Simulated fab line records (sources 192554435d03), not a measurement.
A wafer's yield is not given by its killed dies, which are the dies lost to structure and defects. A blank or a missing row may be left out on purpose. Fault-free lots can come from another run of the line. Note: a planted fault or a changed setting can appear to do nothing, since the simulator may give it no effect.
Chamber matching || flow n5-finfet || N5_BEOL_M9_ETCH_76 on rie-diel-06: 4 sister chambers
The step etches underlayer in N2/H2, target depth 6.5 nm, time 5.2 s. 22 wafers are shown with their chamber, then 11 later ones without.

## WAFERS PAIRED WITH THEIR CHAMBERS
{"wafer": "L074.4", "chamber": 1, "showerhead-plenum-p-Torr (Torr)": 2.60, "etch-rf-on-time-s (s)": 5.06, "drypump-motor-current-A (A)": 6.2}
{"wafer": "L074.5", "chamber": 1, "showerhead-plenum-p-Torr (Torr)": 2.60, "etch-rf-on-time-s (s)": 5.09, "drypump-motor-current-A (A)": 6.2}
{"wafer": "L074.6", "chamber": 0, "showerhead-plenum-p-Torr (Torr)": 2.54, "etch-rf-on-time-s (s)": 5.21, "drypump-motor-current-A (A)": 6.1}
{"wafer": "L076.1", "chamber": 1, "showerhead-plenum-p-Torr (Torr)": 2.60, "etch-rf-on-time-s (s)": 5.06, "drypump-motor-current-A (A)": 6.2}
{"wafer": "L076.3", "chamber": 0, "showerhead-plenum-p-Torr (Torr)": 2.54, "etch-rf-on-time-s (s)": 5.17, "drypump-motor-current-A (A)": 6.2}
{"wafer": "L076.4", "chamber": 3, "showerhead-plenum-p-Torr (Torr)": 2.54, "etch-rf-on-time-s (s)": 5.22, "drypump-motor-current-A (A)": 6.2}
{"wafer": "L080.1", "chamber": 3, "showerhead-plenum-p-Torr (Torr)": 2.54, "etch-rf-on-time-s (s)": 5.22, "drypump-motor-current-A (A)": 6.2}
{"wafer": "L080.2", "chamber": 2, "showerhead-plenum-p-Torr (Torr)": 2.61, "etch-rf-on-time-s (s)": 5.42, "drypump-motor-current-A (A)": 6.2}
{"wafer": "L080.6", "chamber": 2, "showerhead-plenum-p-Torr (Torr)": 2.61, "etch-rf-on-time-s (s)": 5.40, "drypump-motor-current-A (A)": 6.2}
{"wafer": "L082.2", "chamber": 3, "showerhead-plenum-p-Torr (Torr)": 2.54, "etch-rf-on-time-s (s)": 5.17, "drypump-motor-current-A (A)": 6.2}
{"wafer": "L082.3", "chamber": 1, "showerhead-plenum-p-Torr (Torr)": 2.60, "etch-rf-on-time-s (s)": 5.09, "drypump-motor-current-A (A)": 6.2}
{"wafer": "L082.4", "chamber": 2, "showerhead-plenum-p-Torr (Torr)": 2.61, "etch-rf-on-time-s (s)": 5.36, "drypump-motor-current-A (A)": 6.2}
{"wafer": "L083.1", "chamber": 0, "showerhead-plenum-p-Torr (Torr)": 2.53, "etch-rf-on-time-s (s)": 5.14, "drypump-motor-current-A (A)": 6.1}
{"wafer": "L083.4", "chamber": 0, "showerhead-plenum-p-Torr (Torr)": 2.53, "etch-rf-on-time-s (s)": 5.19, "drypump-motor-current-A (A)": 6.1}
{"wafer": "L083.6", "chamber": 3, "showerhead-plenum-p-Torr (Torr)": 2.54, "etch-rf-on-time-s (s)": 5.24, "drypump-motor-current-A (A)": 6.2}
{"wafer": "L085.4", "chamber": 0, "showerhead-plenum-p-Torr (Torr)": 2.53, "etch-rf-on-time-s (s)": 5.17, "drypump-motor-current-A (A)": 6.1}
{"wafer": "L085.5", "chamber": 3, "showerhead-plenum-p-Torr (Torr)": 2.53, "etch-rf-on-time-s (s)": 5.28, "drypump-motor-current-A (A)": 6.2}
{"wafer": "L085.6", "chamber": 2, "showerhead-plenum-p-Torr (Torr)": 2.61, "etch-rf-on-time-s (s)": 5.24, "drypump-motor-current-A (A)": 6.2}
{"wafer": "L089.1", "chamber": 2, "showerhead-plenum-p-Torr (Torr)": 2.61, "etch-rf-on-time-s (s)": 5.21, "drypump-motor-current-A (A)": 6.1}
{"wafer": "L089.4", "chamber": 1, "showerhead-plenum-p-Torr (Torr)": 2.59, "etch-rf-on-time-s (s)": 4.98, "drypump-motor-current-A (A)": 6.2}
{"wafer": "L089.6", "chamber": 1, "showerhead-plenum-p-Torr (Torr)": 2.59, "etch-rf-on-time-s (s)": 5.06, "drypump-motor-current-A (A)": 6.2}
{"wafer": "L091.4", "chamber": 2, "showerhead-plenum-p-Torr (Torr)": 2.61, "etch-rf-on-time-s (s)": 5.23, "drypump-motor-current-A (A)": 6.2}

SIGNATURES, as means of the wafers listed above
{"reading": "showerhead-plenum-p-Torr", "chamber 0": 2.5340, "chamber 1": 2.5967, "chamber 2": 2.6100, "chamber 3": 2.5380, "scatter within a chamber": 0.0043}
{"reading": "etch-rf-on-time-s", "chamber 0": 5.1760, "chamber 1": 5.0567, "chamber 2": 5.3100, "chamber 3": 5.2260, "scatter within a chamber": 0.0583}
{"reading": "drypump-motor-current-A", "chamber 0": 6.120, "chamber 1": 6.200, "chamber 2": 6.183, "chamber 3": 6.200, "scatter within a chamber": 0.0301}
Rule: distance of a wafer from a chamber = root of the sum over the readings of ((wafer's reading minus chamber's mean) / reading's scatter) squared. If the next closest chamber is less than 2 further off than the closest, the wafer can't be placed; otherwise it belongs to the closest. The scatter: take each reading less its chamber's mean, square it, sum over the shown wafers, divide by the number of wafers less the number of chambers, and take the root.

## WAFERS WITH NO CHAMBER GIVEN
{"wafer": "L091.5", "showerhead-plenum-p-Torr (Torr)": 2.59, "etch-rf-on-time-s (s)": 5.05, "drypump-motor-current-A (A)": 6.2}
{"wafer": "L091.6", "showerhead-plenum-p-Torr (Torr)": 2.61, "etch-rf-on-time-s (s)": 5.18, "drypump-motor-current-A (A)": 6.1}
{"wafer": "L090.2", "showerhead-plenum-p-Torr (Torr)": 2.59, "etch-rf-on-time-s (s)": 5.08, "drypump-motor-current-A (A)": 6.2}
{"wafer": "L090.3", "showerhead-plenum-p-Torr (Torr)": 2.52, "etch-rf-on-time-s (s)": 5.17, "drypump-motor-current-A (A)": 6.1}
{"wafer": "L090.4", "showerhead-plenum-p-Torr (Torr)": 2.60, "etch-rf-on-time-s (s)": 5.26, "drypump-motor-current-A (A)": 6.2}
{"wafer": "L092.1", "showerhead-plenum-p-Torr (Torr)": 2.52, "etch-rf-on-time-s (s)": 5.15, "drypump-motor-current-A (A)": 6.1}
{"wafer": "L092.2", "showerhead-plenum-p-Torr (Torr)": 2.60, "etch-rf-on-time-s (s)": 5.25, "drypump-motor-current-A (A)": 6.2}
{"wafer": "L092.5", "showerhead-plenum-p-Torr (Torr)": 2.59, "etch-rf-on-time-s (s)": 5.07, "drypump-motor-current-A (A)": 6.2}
{"wafer": "L093.2", "showerhead-plenum-p-Torr (Torr)": 2.59, "etch-rf-on-time-s (s)": 5.06, "drypump-motor-current-A (A)": 6.2}
{"wafer": "L093.4", "showerhead-plenum-p-Torr (Torr)": 2.53, "etch-rf-on-time-s (s)": 5.20, "drypump-motor-current-A (A)": 6.2}
{"wafer": "L093.5", "showerhead-plenum-p-Torr (Torr)": 2.60, "etch-rf-on-time-s (s)": 5.19, "drypump-motor-current-A (A)": 6.2}

## CHAMBER TAKEN BY EACH
{"wafer": "L091.5", "from the rows above": 1, "in truth": 1}
{"wafer": "L091.6", "from the rows above": "can't be placed: 2 or 1", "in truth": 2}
{"wafer": "L090.2", "from the rows above": 1, "in truth": 1}
{"wafer": "L090.3", "from the rows above": 0, "in truth": 0}
{"wafer": "L090.4", "from the rows above": "can't be placed: 2 or 1", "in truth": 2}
{"wafer": "L092.1", "from the rows above": 0, "in truth": 0}
{"wafer": "L092.2", "from the rows above": "can't be placed: 2 or 1", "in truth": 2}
{"wafer": "L092.5", "from the rows above": 1, "in truth": 1}
{"wafer": "L093.2", "from the rows above": 1, "in truth": 1}
{"wafer": "L093.4", "from the rows above": "can't be placed: 3 or 0", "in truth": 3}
{"wafer": "L093.5", "from the rows above": "can't be placed: 1 or 2", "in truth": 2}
Placed correctly: 6 of 11. Unplaceable from these rows: 5, with the true chamber sitting among the candidates in 5. 0 placed wrongly.
